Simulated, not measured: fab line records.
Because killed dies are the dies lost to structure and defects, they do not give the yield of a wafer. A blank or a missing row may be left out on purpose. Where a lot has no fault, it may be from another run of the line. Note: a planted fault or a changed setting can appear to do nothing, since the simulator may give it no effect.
Code-filled problem report in 8D (eight disciplines) form | flow n5 finfet | the parts of the form that need people (team, actions taken, sign-off) are left out

## 1. WHAT IS WRONG
etch rf on time s at N5_BEOL_M2_ETCH_74 reads a mean of 3.13 s on 3 wafers of 2 lots; wafers without a fault read 5.28 s with a standard deviation of 0.19. That puts it -11 standard deviations away from the usual mean.
The step: etches underlayer in N2/H2, target depth 6.5 nm, time 5.2 s.
First seen on wafer L205.2, day 8 20:46, on rie diel-01. The record holds 26 wafers of 9 lots with a number at this step. By rule, "out" or "out of limits" means more than 4 standard deviations away from the usual mean. The other wafers with a number count as sound.

## 2. WHAT IT IS, WHAT IT ISN'T
question                    | is                     | is not
which readings at this step | etch rf on time s      | drypump motor current A, rf vpp V, showerhead plenum p Torr, throttle valve pct
which lots                  | L205, L206             | L197, L199, L200, L201, L214, L217, L218
which wafers of those lots  | L205.2, L205.3, L206.3 | L205.1, L206.1, L206.6
read on which tools         | rie diel-01            | rie diel-03, rie diel-06
when                        | from day 8 20:46       | up to then (13 sound wafers); but 10 sound wafers of L206, L214, L217, L218 came after

## 3. THE SUSPECTS, EACH WITH WHAT RULES IT OUT
Counting: any tool at a process step up to the reading remains a suspect provided it ran every lot that is out. Sound lots after the first of them don't rule it out here, since some wafers of a struck lot are sound.
- pvd sputter-02 at N5_BEOL_M1_SPUTTER_96 (material Cu, target thk 4.5 nm, time 8.29 s): kept. Every lot that is out went through it, the first being L205 (day 8 17:43); the last sound lot it ran before that was L201 (day 8 01:34).
- cmp-02 at N5_BEOL_M1_CMP_52 (polishes, stops on SiOC, t overpolish 6.8 s, target thk 40 nm): kept. It ran every lot that is out, first L205 (day 8 18:13).
- rie diel-01 at N5_BEOL_M2_ETCH_74 (etches underlayer in N2/H2, target depth 6.5 nm, time 5.2 s): kept. Every lot that is out went through it, the first being L205 (day 8 20:46); the last sound lot it ran before that was L201 (day 8 04:11). Its own etch rf on time s readings are out on those wafers.
Still standing after the count: pvd sputter-02 at N5_BEOL_M1_SPUTTER_96, cmp-02 at N5_BEOL_M1_CMP_52, rie diel-01 at N5_BEOL_M2_ETCH_74.

## 4. THE CAUSE (what the simulator had put in)
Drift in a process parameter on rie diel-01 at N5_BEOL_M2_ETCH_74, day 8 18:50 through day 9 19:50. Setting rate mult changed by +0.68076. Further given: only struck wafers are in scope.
After counting, 3 suspects remain, this tool included.

## 5. SEQUENCE OF EFFECTS, ordered by route
Each row: a reading where the mean over the struck wafers with a number is more than 3 standard deviations away from the usual. Only readings whose record carries a usual standard deviation are examined. hours: median over the lots of the time between each lot's start at the first step of this table that gives one and its start at this step. sigmas: the change, counted in usual standard deviations.
hours | step               | reading           | usual     | on struck wafers | change | sigmas
0     | N5_BEOL_M2_ETCH_74 | etch rf on time s | 5.28 s    | 3.13             | -2.15  | -11
0     | N5_BEOL_M2_ETCH_74 | oes product au    | 0.65 a.u. | 0.97             | +0.32  | +5.7
The process steps in it:
- N5_BEOL_M2_ETCH_74: etches underlayer in N2/H2, target depth 6.5 nm, time 5.2 s.
Later steps that measure or inspect, where all struck wafers having a row at the step show a number for every such reading and not one has moved that far: N5_BEOL_M4_RC_MEAS_101.

## 6. WHAT WOULD HAVE CAUGHT IT SOONER
In this record the first reading out of limits was taken at day 8 20:46, 2 hours after the fault began at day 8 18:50.
